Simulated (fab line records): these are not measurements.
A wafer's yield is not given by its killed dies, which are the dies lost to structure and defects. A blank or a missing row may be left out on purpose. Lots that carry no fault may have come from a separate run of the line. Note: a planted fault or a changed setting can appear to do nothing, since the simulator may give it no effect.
Which of the tools did it? -- flow n5-finfet -- 72 wafers from 24 lots sampled at 2 of the route's 1938 steps

== WHAT EACH GAUGE READ, for each wafer ==
N5_BEOL_M2_INSPECT_13: inspects for defects (brightfield).
lot,measured,on,raw-defect-count
L075,day 7 13:00,defect-inspect-01,341 285 376
L074,day 7 15:45,defect-inspect-01,328 263 419
L077,day 7 17:56,defect-inspect-01,366 366 342
L078,day 7 18:26,defect-inspect-02,369 386 313
L079,day 8 07:43,defect-inspect-01,477 501 473
L076,day 8 08:43,defect-inspect-02,373 410 276
L080,day 8 13:17,defect-inspect-01,547 325 539
L081,day 8 14:32,defect-inspect-01,475 652 538
L082,day 8 21:21,defect-inspect-01,583 537 577
L083,day 9 00:34,defect-inspect-02,323 464 409
L084,day 9 03:43,defect-inspect-01,590 358 516
L085,day 9 10:53,defect-inspect-02,535 551 493
L086,day 9 15:05,defect-inspect-02,484 452 640
L087,day 10 03:11,defect-inspect-02,444 418 380
L088,day 10 03:47,defect-inspect-01,392 294 415
L089,day 10 12:47,defect-inspect-02,555 494 362
L090,day 10 17:14,defect-inspect-02,493 426 353
L091,day 11 03:07,defect-inspect-01,525 408 446
L093,day 11 07:13,defect-inspect-01,283 374 301
L092,day 11 09:07,defect-inspect-02,322 421 413
L094,day 11 14:10,defect-inspect-01,436 396 461
L096,day 11 22:10,defect-inspect-02,401 550 449
L095,day 12 00:17,defect-inspect-01,433 455 359
L097,day 12 07:02,defect-inspect-01,512 447 373

== TOOL THAT RAN EACH LOT (tool first, then ch and the chambers of the sampled wafers, then the start) ==
lot,N5_BEOL_M1_SPUTTER_48
L075,"pvd-sputter-01, day 7 09:02"
L074,"pvd-sputter-03, day 7 10:31"
L077,"pvd-sputter-01, day 7 12:48"
L078,"pvd-sputter-03, day 7 13:19"
L079,"pvd-sputter-03, day 8 01:26"
L076,"pvd-sputter-02, day 8 05:01"
L080,"pvd-sputter-03, day 8 09:10"
L081,"pvd-sputter-03, day 8 11:01"
L082,"pvd-sputter-02, day 8 17:28"
L083,"pvd-sputter-01, day 8 18:53"
L084,"pvd-sputter-01, day 8 23:19"
L085,"pvd-sputter-01, day 9 05:17"
L086,"pvd-sputter-03, day 9 11:01"
L087,"pvd-sputter-02, day 9 22:12"
L088,"pvd-sputter-01, day 9 23:14"
L089,"pvd-sputter-02, day 10 08:21"
L090,"pvd-sputter-03, day 10 13:04"
L091,"pvd-sputter-03, day 10 21:11"
L093,"pvd-sputter-01, day 11 01:33"
L092,"pvd-sputter-01, day 11 04:21"
L094,"pvd-sputter-01, day 11 09:40"
L096,"pvd-sputter-01, day 11 18:25"
L095,"pvd-sputter-02, day 11 18:27"
L097,"pvd-sputter-02, day 12 03:00"
- N5_BEOL_M1_SPUTTER_48: material Cu, target thk 4.5 nm, time 8.29 s.

== AS READ BY THE TOOLS THEMSELVES (means over the sampled wafers that have a number; for cases with no such wafer, the mark the record gives instead) ==
N5_BEOL_M1_SPUTTER_48.
lot,tool,chuck-gas-flow-sccm (sccm),substrate-temp-c (C),throttle-valve-pct (%)
L075,pvd-sputter-01,1.25,-19.95,29.7
L074,pvd-sputter-03,1.30,-20.03,30.2
L077,pvd-sputter-01,1.26,-20.11,29.0
L078,pvd-sputter-03,1.23,-19.98,31.1
L079,pvd-sputter-03,1.26,-20.06,31.1
L076,pvd-sputter-02,1.23,-20.02,30.6
L080,pvd-sputter-03,1.28,-19.99,30.5
L081,pvd-sputter-03,1.31,-19.95,30.5
L082,pvd-sputter-02,1.23,-19.92,30.7
L083,pvd-sputter-01,1.24,-19.93,29.6
L084,pvd-sputter-01,1.25,-19.98,30.3
L085,pvd-sputter-01,1.31,-20.03,29.4
L086,pvd-sputter-03,1.27,-19.88,30.9
L087,pvd-sputter-02,1.32,-20.03,31.2
L088,pvd-sputter-01,1.21,-19.93,30.3
L089,pvd-sputter-02,1.29,-20.08,30.5
L090,pvd-sputter-03,1.27,-19.95,31.3
L091,pvd-sputter-03,1.27,-20.02,31.0
L093,pvd-sputter-01,1.23,-19.99,29.6
L092,pvd-sputter-01,1.25,-20.01,29.7
L094,pvd-sputter-01,1.23,-19.96,30.6
L096,pvd-sputter-01,1.21,-19.94,29.7
L095,pvd-sputter-02,1.28,-20.00,30.2
L097,pvd-sputter-02,1.29,-19.96,30.1

== THE ANSWER, worked out from the rows above alone ==
Rule: usual is defined by the lots themselves. Put in order of their means at a reading, lots are off if they are a third of the lots or fewer, leave a main group of 4 or more, and stand apart from it by a gap of 3 or more times the standard deviation of the main group's means; of several such gaps the widest counts. If all means in a main group match to the digits the tables above print for the reading, that group is not used. A lot without any number at a reading at which 4 lots or more have one is off too. The other lots that the step has rows for count as sound. After the gauges, taken in route order, come the tools' own readings; for these a lot's mean is taken, as printed above. The first step at which some lot is off is used, and at that step the reading that is off furthest; a lot without a number counts as furthest.
None of the lots is off at any reading shown; this tells nothing.

== WHAT WAS PUT IN BY THE SIMULATOR ==
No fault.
